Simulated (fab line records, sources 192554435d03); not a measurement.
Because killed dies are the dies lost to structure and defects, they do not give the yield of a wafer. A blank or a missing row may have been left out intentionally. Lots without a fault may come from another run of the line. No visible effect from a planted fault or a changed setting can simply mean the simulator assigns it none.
fab line records | flow n5-finfet
[record] lots = 10 | wafers = 30 | last-day = 15
route steps=1938 shown BEOL_M10@1524 BEOL_M11@1536 PASSIVATION@1936
lots that met no fault: taken from a fault-free run of the same line
start-h: the number of hours between the record's first day and the start of the first shown wafer of the lot | wait-h: how many hours have passed since the lot's step before this one | " unchanged from the row above | L1.1+2: a row that stands for several wafers | - either no value or no given start | * or withheld: withheld | < > ~ a bound
route shown NAME@n: NAME is a module with steps in the file, n the number in the route of the first one | usual: mean and standard deviation over wafers with no fault | same: alike in all rows | chamber/n: place in a boat | sites: per-site readings | _std_site: standard deviation of those values | _edge_site: mean of outer sites minus mean of inner sites | radius-mm: how far each site lies from the wafer's centre | mask NAME#n: copy n | behind: the most recent tool/chamber to have shaped the wafer | hold: reason for holding the lot/hours on hold/outcome of the hold | device: the transistor (n, p or np) that didn't switch | end of line: the same wafers' tests at the end of the route | for a step that has no rows: nothing shown but its recipe | killed: dies lost to structure and defects at the first sort, not the wafer's yield | map: dies across one wafer; x = killed, . = not, _ = none there
set.NAME: the setting the step ran with; set.NAME@STEP: the setting that earlier step ran with | model.NAME: the simulator's own value behind a step, which no gauge read
one table for each step of the route and one row for each wafer, over a sample of lots
services: from which hour (start-h, from the record's first day; less than 0 if before it) a tool's chamber was out of use, for how many hours, and why
[[steps]]
[step N5_BEOL_M10_ALD_74]
[recipe] material = TaN | target-thk-a = 20 | temp-c = 275 | ald-precursor-family = PDMAT | ald-co-reactant = NH3 | pressure-torr = 3 | carrier-flow-sccm = 1500 | pulse-time-s = 2 | purge-time-s = 3 | co-reactant-purge-time-s = 2 | co-reactant-pulse-time-s = 3 | ald-cycles = 40 | precursor-vessel-temp-c = 75 | precursor-vessel-pressure-torr = 26.25 | precursor-vessel-carrier-sccm = 1000
[usual] heater-power-w = 408/43
[same] purge-time-s = 3
lot.wafer | tool         | chamber | start-h | wait-h | heater-power-w
L101.2    | ald-metal-04 | 1       | 227.02  | 0.0    | 429
L101.3    | "            | 0       | "       | "      | 481
L101.5    | "            | 3       | "       | "      | 395
L103.1    | ald-metal-04 | 1       | 230.60  | 0.0    | 416
L103.2    | "            | 3       | "       | "      | 403
L103.5    | "            | 2       | "       | "      | 388
L102.2    | ald-metal-03 | 3       | 236.31  | 0.0    | 443
L102.3    | "            | 2       | "       | "      | 317
L102.4    | "            | 0       | "       | "      | 420
L105.2    | ald-metal-01 | 2       | 246.31  | 0.1    | 426
L105.3    | "            | 1       | "       | "      | 415
L105.6    | "            | 1       | "       | "      | 417
L106.1    | ald-metal-01 | 3       | 254.90  | 0.0    | 378
L106.4    | "            | 0       | "       | "      | 457
L106.5    | "            | 1       | "       | "      | 425
L108.1    | ald-metal-03 | 0       | 271.54  | 0.1    | 412
L108.3    | "            | 2       | "       | "      | 317
L108.6    | "            | 0       | "       | "      | 418
L110.1    | ald-metal-03 | 0       | 278.22  | 0.0    | 411
L110.2    | "            | 1       | "       | "      | 407
L110.6    | "            | 0       | "       | "      | 402
L112.1    | ald-metal-03 | 1       | 306.41  | 0.0    | 406
L112.2    | "            | 0       | "       | "      | 410
L112.3    | "            | 2       | "       | "      | 313
L115.1    | ald-metal-03 | 0       | 306.67  | 0.1    | 417
L115.4    | "            | 1       | "       | "      | 407
L115.5    | "            | 3       | "       | "      | 444
L117.3    | ald-metal-04 | 2       | 316.28  | 0.1    | 387
L117.4    | "            | 0       | "       | "      | 484
L117.5    | "            | 2       | "       | "      | 397
[step N5_BEOL_M11_ILD_DEP_00]
[recipe] material = SiCOH_lowk | target-thk-a = 3085.1 | temp-c = 300 | precursor = DEMS/porogen | pressure-torr = 5 | rf-w = 500 | time-s = 58
[usual] heater-power-w = 299/44 | showerhead-plenum-p-Torr = 5.742/0.012 | throttle-valve-pct = 14.0/0.63
lot.wafer | tool     | chamber | start-h | wait-h | heater-power-w | showerhead-plenum-p-Torr | throttle-valve-pct
L101.2    | pecvd-01 | 2       | 228.58  | 0.0    | 259            | 5.749                    | 13.9
L101.3    | "        | 0       | "       | "      | 356            | 5.729                    | 14.4
L101.5    | "        | 0       | "       | "      | 271            | 5.729                    | 14.7
L103.1    | pecvd-01 | 2       | 232.51  | 0.0    | 265            | 5.747                    | 13.9
L103.2    | "        | 0       | "       | "      | 336            | 5.726                    | 14.8
L103.5    | "        | 0       | "       | "      | 343            | 5.717                    | 14.6
L102.2    | pecvd-01 | 1       | 238.35  | 0.0    | 334            | 5.728                    | 13.9
L102.3    | "        | 0       | "       | "      | 295            | 5.732                    | 14.5
L102.4    | "        | 2       | "       | "      | 275            | 5.740                    | 13.8
L105.2    | pecvd-01 | 0       | 248.21  | 0.0    | 313            | 5.734                    | 14.6
L105.3    | "        | 1       | "       | "      | 290            | 5.739                    | 13.6
L105.6    | "        | 2       | "       | "      | 299            | 5.735                    | 14.2
L106.1    | pecvd-02 | 0       | 257.10  | 0.0    | 349            | 5.758                    | 13.4
L106.4    | "        | 2       | "       | "      | 369            | 5.756                    | 12.9
L106.5    | "        | 0       | "       | "      | 346            | 5.771                    | 13.3
L108.1    | pecvd-03 | 1       | 273.28  | 0.0    | 258            | 5.747                    | 14.3
L108.3    | "        | 2       | "       | "      | 283            | 5.744                    | 13.4
L108.6    | "        | 2       | "       | "      | 289            | 5.741                    | 13.4
L110.1    | pecvd-01 | 2       | 280.01  | 0.0    | 294            | 5.747                    | 13.9
L110.2    | "        | 0       | "       | "      | 288            | 5.727                    | 14.5
L110.6    | "        | 2       | "       | "      | 299            | 5.740                    | 14.1
L112.1    | pecvd-01 | 0       | 308.16  | 0.0    | 345            | 5.732                    | 14.7
L112.2    | "        | 2       | "       | "      | 294            | 5.741                    | 14.0
L112.3    | "        | 1       | "       | "      | 346            | 5.739                    | 13.7
L115.1    | pecvd-02 | 1       | 309.91  | 0.0    | 295            | 5.732                    | 14.6
L115.4    | "        | 2       | "       | "      | 313            | 5.759                    | 12.9
L115.5    | "        | 1       | "       | "      | 305            | 5.739                    | 14.6
L117.3    | pecvd-01 | 1       | 318.57  | 0.0    | 362            | 5.737                    | 13.6
L117.4    | "        | 1       | "       | "      | 298            | 5.727                    | 13.4
L117.5    | "        | 2       | "       | "      | 317            | 5.736                    | 13.9
[step N5_BEOL_M11_INSPECT_13]
[recipe] mode = adi | inspect-instrument = brightfield
[usual] raw-defect-count = 375/88
lot.wafer | tool              | chamber | start-h | wait-h | raw-defect-count
L101.2    | defect-inspect-02 | -       | 230.87  | 0.0    | 322
L101.3    | "                 | -       | "       | "      | 235
L101.5    | "                 | -       | "       | "      | 345
L103.1    | defect-inspect-02 | -       | 234.54  | 0.2    | 411
L103.2    | "                 | -       | "       | "      | 342
L103.5    | "                 | -       | "       | "      | 298
L102.2    | defect-inspect-02 | -       | 242.06  | 0.0    | 313
L102.3    | "                 | -       | "       | "      | 338
L102.4    | "                 | -       | "       | "      | 326
L105.2    | defect-inspect-02 | -       | 250.83  | 0.0    | 281
L105.3    | "                 | -       | "       | "      | 447
L105.6    | "                 | -       | "       | "      | 454
L106.1    | defect-inspect-02 | -       | 259.27  | 0.0    | 434
L106.4    | "                 | -       | "       | "      | 333
L106.5    | "                 | -       | "       | "      | 442
L108.1    | defect-inspect-02 | -       | 275.69  | 0.0    | 368
L108.3    | "                 | -       | "       | "      | 525
L108.6    | "                 | -       | "       | "      | 541
L110.1    | defect-inspect-02 | -       | 282.23  | 0.0    | 453
L110.2    | "                 | -       | "       | "      | 397
L110.6    | "                 | -       | "       | "      | 320
L112.1    | defect-inspect-01 | -       | 309.56  | 0.0    | 355
L112.2    | "                 | -       | "       | "      | 657
L112.3    | "                 | -       | "       | "      | 527
L115.1    | defect-inspect-01 | -       | 312.54  | 0.0    | 428
L115.4    | "                 | -       | "       | "      | 362
L115.5    | "                 | -       | "       | "      | 421
L117.3    | defect-inspect-01 | -       | 321.00  | 0.0    | 319
L117.4    | "                 | -       | "       | "      | 537
L117.5    | "                 | -       | "       | "      | 783
[step N5_BEOL_M11_DESCUM_16]
[recipe] chemistry = O2 | time-s = 7.9 | source-power-w = 50 | bias-power-w = 20 | pressure-mtorr = 20 | rf-frequency-hz = 2.712e+07 | temp-c = 40 | resist = CAR-ArF | o2-flow-sccm = 225
[usual] bias-power-w = 19.99/0.056 | drypump-motor-current-A = 5.8/0.39 | oes-product-au = 0.80/0.073 | rf-vpp-V = 243.6/1.3 | showerhead-plenum-p-Torr = 2.12/0.075 | throttle-valve-pct = 20.42/0.2
lot.wafer | tool        | chamber | start-h | wait-h | bias-power-w | drypump-motor-current-A | oes-product-au | rf-hours-counter-h | rf-vpp-V | showerhead-plenum-p-Torr | throttle-valve-pct
L101.2    | rie-diel-05 | 1       | 231.09  | 0.2    | 20.00        | 6.1                     | 0.77           | 124                | 240.9    | 2.02                     | 20.57
L101.3    | "           | 2       | "       | "      | 19.95        | 5.3                     | 0.78           | 124                | 243.9    | 2.11                     | 20.65
L101.5    | "           | 3       | "       | "      | 19.99        | 6.2                     | 0.71           | -                  | 245.4    | 2.13                     | 20.37
L103.1    | rie-diel-04 | 1       | 234.58  | 0.0    | 20.03        | 5.8                     | 0.84           | 66                 | 244.2    | 2.21                     | 20.51
L103.2    | "           | 3       | "       | "      | 19.97        | 5.7                     | 0.90           | 15                 | 245.2    | 2.25                     | 20.37
L103.5    | "           | 0       | "       | "      | 19.96        | 5.1                     | 0.75           | -                  | 243.2    | 2.08                     | 20.35
L102.2    | rie-diel-04 | 1       | 242.10  | 0.0    | 20.04        | 5.9                     | 0.84           | 69                 | 244.9    | 2.21                     | 20.49
L102.3    | "           | 3       | "       | "      | 20.01        | 5.7                     | 0.90           | 17                 | 245.8    | 2.25                     | 20.39
L102.4    | "           | 2       | "       | "      | 19.93        | 5.6                     | 0.88           | 31                 | 244.9    | 2.22                     | 20.06
L105.2    | rie-diel-05 | 1       | 250.86  | 0.0    | 20.03        | 6.1                     | 0.76           | 130                | 240.8    | 2.02                     | 20.56
L105.3    | "           | 3       | "       | "      | 20.03        | 6.2                     | 0.71           | 244                | 244.7    | 2.13                     | 20.37
L105.6    | "           | 0       | "       | "      | 19.95        | 5.9                     | 0.90           | -                  | 242.2    | 2.15                     | 20.48
L106.1    | rie-diel-04 | 3       | 259.82  | 0.5    | 20.07        | 5.7                     | 0.89           | 24                 | 244.9    | 2.24                     | 20.40
L106.4    | "           | 0       | "       | "      | 20.09        | 5.1                     | 0.74           | -                  | 243.1    | 2.08                     | 20.37
L106.5    | "           | 1       | "       | "      | 20.03        | 5.8                     | 0.81           | -                  | 245.5    | 2.21                     | 20.50
L108.1    | rie-diel-05 | 2       | 275.74  | 0.1    | 20.05        | 5.3                     | 0.77           | 135                | 243.3    | 2.10                     | 20.68
L108.3    | "           | 0       | "       | "      | 20.02        | 5.9                     | 0.88           | 37                 | 242.5    | 2.15                     | 20.47
L108.6    | "           | 2       | "       | "      | 19.91        | 5.3                     | 0.76           | -                  | 242.5    | 2.10                     | 20.65
L110.1    | rie-diel-01 | 1       | 282.26  | 0.0    | 20.06        | 6.3                     | 0.80           | 99                 | 243.2    | 2.01                     | 20.09
L110.2    | "           | 3       | "       | "      | 20.05        | 6.0                     | 0.75           | 186                | 243.1    | 2.08                     | 20.34
L110.6    | "           | 1       | "       | "      | 20.07        | 6.3                     | 0.80           | -                  | 243.0    | 2.01                     | 20.13
L112.1    | rie-diel-01 | 0       | 309.60  | 0.0    | 20.05        | 6.1                     | 0.71           | 223                | 244.0    | 2.16                     | 20.49
L112.2    | "           | 1       | "       | "      | 20.03        | 6.3                     | 0.80           | 108                | 243.2    | 2.01                     | 20.14
L112.3    | "           | 3       | "       | "      | 20.02        | 6.0                     | 0.75           | 194                | 243.0    | 2.08                     | 20.36
L115.1    | rie-diel-01 | 2       | 312.58  | 0.0    | 20.01        | 5.2                     | 0.76           | 149                | 243.8    | 2.02                     | 20.67
L115.4    | "           | 1       | "       | "      | 19.99        | 6.3                     | 0.78           | 109                | 242.0    | 2.01                     | 20.13
L115.5    | "           | 3       | "       | "      | 20.01        | 6.0                     | 0.74           | -                  | 242.5    | 2.08                     | 20.34
L117.3    | rie-diel-05 | 1       | 321.29  | 0.3    | 20.01        | 6.1                     | 0.73           | 154                | 241.7    | 2.01                     | 20.59
L117.4    | "           | 3       | "       | "      | 20.01        | 6.2                     | 0.97           | 4                  | 243.6    | 2.13                     | 19.99
L117.5    | "           | 3       | "       | "      | 20.03        | 6.2                     | 0.98           | -                  | 245.1    | 2.13                     | 19.97
[step N5_BEOL_M11_ETCH_62]
[recipe] chemistry = N2/H2 | target = SOC | target-depth-a = 1100 | overetch-a = 220 | mask-material = SiARC | temp-c = 40 | time-s = 165 | ion-energy-ev = 200 | pressure-mtorr = 30 | source-w = 840 | bias-w = 150 | n2-flow-sccm = 200 | h2-flow-sccm = 200
[usual] bias-w = 150.0/0.46 | drypump-motor-current-A = 5.8/0.39 | oes-product-au = 0.68/0.058 | rf-vpp-V = 524.8/2.7 | showerhead-plenum-p-Torr = 2.57/0.089 | throttle-valve-pct = 17.77/0.2
lot.wafer | tool        | chamber | start-h | wait-h | bias-w | drypump-motor-current-A | oes-product-au | rf-hours-counter-h | rf-vpp-V | showerhead-plenum-p-Torr | throttle-valve-pct
L101.2    | rie-diel-05 | 1       | 231.17  | 0.0    | 150.3  | 6.1                     | 0.65           | 124                | 519.6    | 2.44                     | 17.83
L101.3    | "           | 2       | "       | "      | 148.8  | 5.3                     | 0.66           | 124                | 525.6    | 2.57                     | 18.10
L101.5    | "           | 3       | "       | "      | 149.9  | 6.2                     | 0.60           | -                  | 525.6    | 2.61                     | 17.93
L103.1    | rie-diel-04 | 1       | 234.66  | 0.0    | 149.9  | 5.9                     | 0.71           | 66                 | 529.8    | 2.69                     | 17.82
L103.2    | "           | 3       | "       | "      | 149.7  | 5.7                     | 0.76           | 15                 | 528.0    | 2.69                     | 17.49
L103.5    | "           | 0       | "       | "      | 150.3  | 5.1                     | 0.63           | -                  | 523.2    | 2.51                     | 17.64
L102.2    | rie-diel-04 | 1       | 242.18  | 0.0    | 150.3  | 5.8                     | 0.70           | 69                 | 527.9    | 2.69                     | 17.84
L102.3    | "           | 3       | "       | "      | 149.8  | 5.7                     | 0.76           | 17                 | 529.3    | 2.69                     | 17.52
L102.4    | "           | 2       | "       | "      | 150.2  | 5.5                     | 0.74           | 31                 | 528.2    | 2.69                     | 17.35
L105.2    | rie-diel-05 | 1       | 250.95  | 0.0    | 149.8  | 6.1                     | 0.66           | 130                | 520.7    | 2.44                     | 17.83
L105.3    | "           | 3       | "       | "      | 149.2  | 6.2                     | 0.60           | 244                | 526.0    | 2.61                     | 17.94
L105.6    | "           | 0       | "       | "      | 150.3  | 5.9                     | 0.76           | -                  | 526.1    | 2.60                     | 17.84
L106.1    | rie-diel-04 | 3       | 259.90  | 0.0    | 149.9  | 5.7                     | 0.75           | 24                 | 529.5    | 2.69                     | 17.50
L106.4    | "           | 0       | "       | "      | 149.2  | 5.1                     | 0.62           | -                  | 523.4    | 2.51                     | 17.63
L106.5    | "           | 1       | "       | "      | 150.4  | 5.8                     | 0.69           | -                  | 527.4    | 2.68                     | 17.87
L108.1    | rie-diel-05 | 2       | 275.83  | 0.0    | 149.8  | 5.3                     | 0.64           | 135                | 523.7    | 2.57                     | 18.12
L108.3    | "           | 0       | "       | "      | 150.1  | 5.9                     | 0.75           | 37                 | 525.7    | 2.59                     | 17.85
L108.6    | "           | 2       | "       | "      | 149.9  | 5.3                     | 0.65           | -                  | 522.4    | 2.57                     | 18.12
L110.1    | rie-diel-01 | 1       | 282.35  | 0.0    | 150.5  | 6.4                     | 0.67           | 99                 | 519.7    | 2.46                     | 17.71
L110.2    | "           | 3       | "       | "      | 150.2  | 6.0                     | 0.63           | 186                | 521.6    | 2.52                     | 17.65
L110.6    | "           | 1       | "       | "      | 149.9  | 6.3                     | 0.67           | -                  | 521.6    | 2.46                     | 17.69
L112.1    | rie-diel-01 | 0       | 309.68  | 0.0    | 150.7  | 6.1                     | 0.60           | 223                | 527.5    | 2.61                     | 17.85
L112.2    | "           | 1       | "       | "      | 150.2  | 6.4                     | 0.67           | 108                | 521.4    | 2.46                     | 17.70
L112.3    | "           | 3       | "       | "      | 149.5  | 6.0                     | 0.63           | 194                | 523.9    | 2.52                     | 17.64
L115.1    | rie-diel-01 | 2       | 312.66  | 0.0    | 150.7  | 5.1                     | 0.65           | 149                | 520.4    | 2.43                     | 17.94
L115.4    | "           | 1       | "       | "      | 149.5  | 6.4                     | 0.67           | 109                | 520.6    | 2.46                     | 17.72
L115.5    | "           | 3       | "       | "      | 150.0  | 6.0                     | 0.62           | -                  | 524.0    | 2.52                     | 17.65
L117.3    | rie-diel-05 | 1       | 321.37  | 0.0    | 149.9  | 6.1                     | 0.64           | 154                | 520.8    | 2.43                     | 17.87
L117.4    | "           | 3       | "       | "      | 149.3  | 6.2                     | 0.82           | 4                  | 525.6    | 2.60                     | 17.50
L117.5    | "           | 3       | "       | "      | 149.9  | 6.3                     | 0.82           | -                  | 525.4    | 2.60                     | 17.50
[step N5_PASSIVATION_PROBE_49]
[usual] defect-limited-yield = 91.4/1.5 | killed_at_M0_to_M3 = 34/12 | killed_at_M4_up = 12/4.9 | killed-at-contacts = 13/7.2 | killed-at-front-end = 39/12 | killed-at-other = 3.7/2.9 | killed-dies = 101/18 | killed-on-rim = 13/4 | killed-open = 67/14 | killed-short = 33/7.2 | sort_bin_5_function = 5.1/0.97 | sort_bin_6_memory = 3.2/0.67 | sort-n-pass = 1079/17 | sort-yield-pct = 91.4/1.5
[same] gross-dies = 1180 | killed-at-back-side = 0 | sort_bin_4_leakage[%] = 0 | sort_bin_8_speed[%] = 0
lot.wafer | tool      | chamber | start-h | wait-h | defect-limited-yield[%] | killed_at_M0_to_M3 | killed_at_M4_up | killed-at-contacts | killed-at-front-end | killed-at-other | killed-dies | killed-on-rim | killed-open | killed-short | sort_bin_5_function[%] | sort_bin_6_memory[%] | sort-n-pass | sort-yield-pct[%]
L110.2    | prober-01 | -       | 326.63  | 0.1    | 86.6                    | 70                 | 20              | 21                 | 44                  | 3               | 158         | 19            | 117         | 41           | 7.5                    | 5.6                  | 1022        | 86.6
L112.1    | prober-02 | -       | 356.61  | 0.0    | 93.0                    | 24                 | 20              | 4                  | 35                  | 0               | 83          | 6             | 58          | 24           | 4.1                    | 2.6                  | 1097        | 93.0
L112.2    | prober-02 | -       | 356.66  | 0.1    | 82.5                    | 36                 | 107             | 17                 | 42                  | 4               | 206         | 13            | 72          | 38           | 11.6                   | 4.3                  | 974         | 82.5
L112.3    | prober-02 | -       | 356.71  | 0.1    | 92.8                    | 17                 | 19              | 17                 | 28                  | 4               | 85          | 14            | 60          | 25           | 3.8                    | 3.0                  | 1095        | 92.8
L117.3    | prober-02 | -       | 367.41  | 0.1    | 91.6                    | 24                 | 11              | 25                 | 35                  | 4               | 99          | 16            | 73          | 26           | 5.5                    | 2.8                  | 1081        | 91.6
L117.4    | prober-02 | -       | 367.46  | 0.2    | 91.9                    | 27                 | 10              | 38                 | 20                  | 1               | 96          | 18            | 66          | 30           | 5.5                    | 2.5                  | 1084        | 91.9
L117.5    | prober-02 | -       | 367.51  | 0.2    | 84.5                    | 24                 | 109             | 18                 | 29                  | 3               | 183         | 9             | 54          | 26           | 9.7                    | 4.0                  | 997         | 84.5
// killed by level:class
L110.2 BEOL_M3:geometric-particle:open=22 MOL_CONTACT_COAG:geometric-particle:open=17 FIN_SAQP:geometric-particle:open=16 BEOL_M0_SAQP:geometric-particle:open=15 BEOL_M4:geometric-particle:open=12 BEOL_M0_SAQP:geometric-particle:short=10 STI_FIN_REVEAL:geometric-particle:open=10 BEOL_M1:geometric-particle:open=6
L112.1 BEOL_M1:geometric-particle:open=12 BEOL_M4:geometric-particle:open=11 FIN_SAQP:geometric-particle:open=8 GATE_CUT:geometric-particle:short=6 DUMMY_GATE:geometric-particle:open=5 BEOL_M0_SAQP:geometric-particle:short=5 FIN_SAQP:geometric-particle:short=4 STI_FIN_REVEAL:geometric-particle:open=4
L112.2 BEOL_M11:unspecified=93 MOL_CONTACT_COAG:geometric-particle:open=12 BEOL_M0_SAQP:geometric-particle:short=12 BEOL_M4:geometric-particle:open=10 BEOL_M0_SAQP:geometric-particle:open=10 FIN_SAQP:geometric-particle:open=7 STI_FIN_REVEAL:geometric-particle:open=7 GATE_CUT:geometric-particle:short=6
L112.3 MOL_CONTACT_COAG:geometric-particle:open=15 BEOL_M4:geometric-particle:open=10 STI_FIN_REVEAL:geometric-particle:open=9 GATE_CUT:geometric-particle:short=6 BEOL_M0_SAQP:geometric-particle:short=5 BEOL_M3:geometric-particle:open=5 GATE_CUT:geometric-particle:open=4 BEOL_M5:geometric-particle:open=4
L117.3 MOL_CONTACT_COAG:geometric-particle:open=19 FIN_SAQP:geometric-particle:open=16 BEOL_M3:geometric-particle:open=7 BEOL_M4:geometric-particle:open=7 MOL_CONTACT_COAG:geometric-particle:short=6 BEOL_M0_SAQP:geometric-particle:short=6 FIN_SAQP:geometric-particle:short=5 DUMMY_GATE:geometric-particle:open=5
L117.4 MOL_CONTACT_COAG:geometric-particle:open=33 BEOL_M2:geometric-particle:open=8 MOL_CONTACT_COAG:geometric-particle:short=5 BEOL_M2:geometric-particle:short=4 BEOL_M3:geometric-particle:open=4 STI_FIN_REVEAL:geometric-particle:open=3 BEOL_M0_SAQP:geometric-particle:open=3 BEOL_M3:geometric-particle:short=3
L117.5 BEOL_M11:unspecified=103 MOL_CONTACT_COAG:geometric-particle:open=13 BEOL_M0_SAQP:geometric-particle:short=11 BEOL_M0_SAQP:geometric-particle:open=9 FIN_SAQP:geometric-particle:open=6 STARTING-WAFER:geometric-particle:open=6 STI_FIN_REVEAL:geometric-particle:open=5 MOL_CONTACT_COAG:geometric-particle:short=5
[[services]]
tool         | chamber | start-h | hours | kind
rie-diel-05  | 2       | 205.97  | 1.6   | repair
pecvd-03     | 2       | 210.24  | 18.6  | repair
ald-metal-01 | 2       | 210.73  | 4.0   | repair
pecvd-01     | 0       | 214.63  | 5.5   | scheduled-down
rie-diel-05  | -       | 216.89  | 0.8   | repair
pecvd-03     | 1       | 230.40  | 2.1   | scheduled-down
rie-diel-04  | 2       | 233.69  | 4.1   | repair
ald-metal-01 | 2       | 242.19  | 2.9   | repair
ald-metal-04 | -       | 242.66  | 2.8   | pm
rie-diel-04  | 2       | 252.40  | 19.3  | repair
rie-diel-05  | 3       | 276.30  | -     | clean
rie-diel-05  | 3       | 276.30  | -     | consumable-replace:focus-ring
rie-diel-05  | 3       | 276.30  | 31.9  | scheduled-down
rie-diel-05  | 3       | 276.30  | 31.9  | vent-cycle
pecvd-01     | 1       | 285.45  | 3.6   | repair
pecvd-03     | -       | 288.28  | 0.2   | repair
pecvd-02     | 1       | 297.77  | 2.1   | scheduled-down
pecvd-01     | 2       | 301.67  | 5.5   | scheduled-down
pecvd-03     | -       | 308.06  | 5.5   | pm
pecvd-02     | -       | 314.19  | 0.9   | repair
pecvd-03     | 0       | 320.82  | 12.4  | repair
[[key]]
[first-sign] step = N5_BEOL_M11_INSPECT_13 | reading = raw-defect-count | direction = up | sigmas = 3.9 | usual = 375 | struck = 720
[effect] step = N5_PASSIVATION_PROBE_49 | reading = killed_at_M4_up | direction = up | sigmas = 19 | usual = 12 | struck = 108
[more-kills-born-at] N5_BEOL_M11_ILD_DEP_00@pecvd-01 = 196
met-at N5_BEOL_M11_ILD_DEP_00
struck-lots L112,L117
struck-wafers L112.2,L117.5
not-acting-at N5_BEOL_M10_ALD_74,N5_BEOL_M11_DESCUM_16,N5_BEOL_M11_ETCH_62
onset-between 280.01 308.16
[fault] kind = chamber-particle-source | tool = pecvd-01 | chamber = 2 | onset-h = 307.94 | steps = N5_BEOL_M11_ILD_DEP_00 | rate-per-visit-cm2 = 0.52399 | end-h = 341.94
